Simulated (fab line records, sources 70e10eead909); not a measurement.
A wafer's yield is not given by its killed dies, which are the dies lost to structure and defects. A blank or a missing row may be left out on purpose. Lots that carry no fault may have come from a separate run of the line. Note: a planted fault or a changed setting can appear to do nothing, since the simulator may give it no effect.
A struck lot beside a sound one :: flow nand-harc :: 13 out of 1302 route steps
Sound: these wafers, L190.1, L190.4, L190.6. Wafers L196.2, L196.3, L196.4 were the ones struck. The cause is given at the end.
Per side, at each step with rows, come the tool, then ch with its chambers, and then its first start. Under that, the readings that differ: sound wafers :: struck wafers :: difference of the means :: sigmas: that difference in standard deviations of wafers without a fault.
alike: readings with means less than 2 such deviations apart, plus words and numbers identical on both sides. not compared: withheld readings, readings lacking a value on some wafer, bounds such as >300 that could conceal the same value, and numbers that have no deviation in the record and whose values overlap.
A row with sigmas, a row that says differs or no value, or rows on one side alone: a step with any of these is where the two part. Numbers that don't overlap but have no deviation are shown without sigmas and don't part them. Lack of a reading on every wafer of one side parts them only where that side has two or more wafers.

first, 4 steps without rows for these wafers: NHARC_A_STAIRCASE_EXPOSE_214 (exposes mask STAIR 3); NHARC_A_STAIRCASE_PEB_215 (peb time 130 s); NHARC_A_STAIRCASE_DEVELOP_216 (time 140 s); NHARC_A_STAIRCASE_HARDBAKE_218 (time 140 s).
NHARC_A_STAIRCASE_DESCUM_219: chemistry O2, time 3 s.
  sound on rie-diel-06 ch 0,3, day 17 13:47; struck on rie-diel-06 ch 0,1,3, day 20 07:15
  alike: drypump-motor-current-A, oes-product-au, rf-vpp-V, showerhead-plenum-p-Torr, throttle-valve-pct
  not compared: rf-hours-counter-h
then, 1 step without rows for these wafers: NHARC_A_STAIRCASE_TRIM_220 (chemistry O2, time 211.2 s).
NHARC_A_STAIRCASE_ETCH_221: etches the open film in C4F8/O2, target depth 100 nm, time 40.5 s.
  sound: rie-diel-06 ch 0,1,2; struck: rie-diel-06 ch 0,1,2
  alike: oes-product-au, rf-vpp-V
  not compared: rf-hours-counter-h
NHARC_A_STAIRCASE_TRIM_222: chemistry O2, time 211.2 s.
  sound: rie-diel-06 ch 0,3; struck: rie-diel-06 ch 0,1,3
  alike: drypump-motor-current-A, oes-product-au, rf-vpp-V, run-length-s, showerhead-plenum-p-Torr, throttle-valve-pct
  not compared: rf-hours-counter-h
NHARC_A_STAIRCASE_ETCH_223: etches the open film in C4F8/O2, target depth 100 nm, time 40.5 s.
  sound: rie-diel-06 ch 0,2,3; struck: rie-diel-06 ch 0,1,2
  alike: oes-product-au, rf-vpp-V
  not compared: rf-hours-counter-h
NHARC_A_STAIRCASE_TRIM_224: chemistry O2, time 211.2 s.
  sound: rie-diel-06 ch 0,1,2; struck: rie-diel-06 ch 1,2,3
  alike: drypump-motor-current-A, oes-product-au, rf-vpp-V, run-length-s, showerhead-plenum-p-Torr, throttle-valve-pct
  not compared: rf-hours-counter-h
then, 1 step without rows for these wafers: NHARC_A_STAIRCASE_ETCH_225 (etches the open film in C4F8/O2, target depth 100 nm, time 40.5 s).
NHARC_A_STAIRCASE_TRIM_226: chemistry O2, time 211.2 s.
  sound on rie-diel-06 ch 0,1,3, day 17 14:53; struck on rie-diel-06 ch 1,2,3, day 20 08:32
reading: run-length-s (s)
sound: 232.2 232.4 232.7
struck: 300.8 301.5 301.7
difference: +68.9
sigmas: +99 or more
  alike: drypump-motor-current-A, oes-product-au, rf-vpp-V, showerhead-plenum-p-Torr, throttle-valve-pct
  not compared: rf-hours-counter-h
then, 1 step without rows for these wafers: NHARC_A_STAIRCASE_ETCH_227 (etches the open film in C4F8/O2, target depth 100 nm, time 40.5 s).

WHERE THEY PART
Within this record, at NHARC_A_STAIRCASE_TRIM_226 only.

WHY: what the simulator had put in
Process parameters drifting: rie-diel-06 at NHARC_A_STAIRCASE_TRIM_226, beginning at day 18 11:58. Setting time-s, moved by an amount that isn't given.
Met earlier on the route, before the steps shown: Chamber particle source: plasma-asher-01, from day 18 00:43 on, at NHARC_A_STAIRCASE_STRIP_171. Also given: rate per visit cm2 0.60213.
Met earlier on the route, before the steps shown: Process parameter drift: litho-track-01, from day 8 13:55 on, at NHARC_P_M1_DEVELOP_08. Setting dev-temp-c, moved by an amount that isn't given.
